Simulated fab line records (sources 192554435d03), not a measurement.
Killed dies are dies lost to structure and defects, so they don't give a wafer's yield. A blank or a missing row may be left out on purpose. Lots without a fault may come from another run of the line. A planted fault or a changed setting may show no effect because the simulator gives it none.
Which tool did it? -- flow n5-finfet -- at 1 step of a route of 1938, 12 lots with 36 wafers sampled

== WHAT THE GAUGES SHOWED, per wafer ==
N5_BEOL_M10_RS_MEAS_57: measurement is done with a four-point probe.
lot,measured,on,M10_RS (ohm/sq)
L075,day 11 04:31,film-metro-01,0.150 0.151 0.145
L077,day 11 22:07,film-metro-01,0.150 0.158 0.151
L081,day 12 07:56,film-metro-02,0.148 0.147 0.150
L079,day 12 22:03,film-metro-01,0.153 0.151 0.146
L084,day 13 02:19,film-metro-01,0.150 0.155 0.153
L086,day 13 15:08,film-metro-02,0.155 0.149 0.149
L090,day 14 04:22,film-metro-01,0.155 0.151 0.151
L088,day 14 14:38,film-metro-02,0.150 0.156 0.144
L092,day 15 08:01,film-metro-02,0.158 0.155 0.152
L093,day 15 11:40,film-metro-02,0.152 0.147 0.147
L095,day 16 13:13,film-metro-01,0.151 0.149 0.154
L096,day 16 15:28,film-metro-01,0.156 0.150 0.156

== WHAT TOOL EACH LOT RAN ON (gives the tool, then ch and the chambers of the sampled wafers, and finally the start) ==
Before these readings, the record contains no process step.

== THE ANSWER, worked out from the rows above alone ==
Rule: what is usual is taken from the lots themselves. The widest of any qualifying gaps counts: lots, ordered by their means at a reading, are off when they make up no more than a third of the lots, leave a main group of 4 or more, and stand apart from it by 3 or more times the standard deviation of that group's means. A main group is skipped when, at the precision printed for the reading in the tables above, its means are all equal. Also off: a lot with no number at a reading for which 4 or more lots have one. Any other lot the step has rows for is counted as sound.
None of the lots is off at any reading shown; this tells nothing.

== WHAT THE SIMULATOR PUT IN ==
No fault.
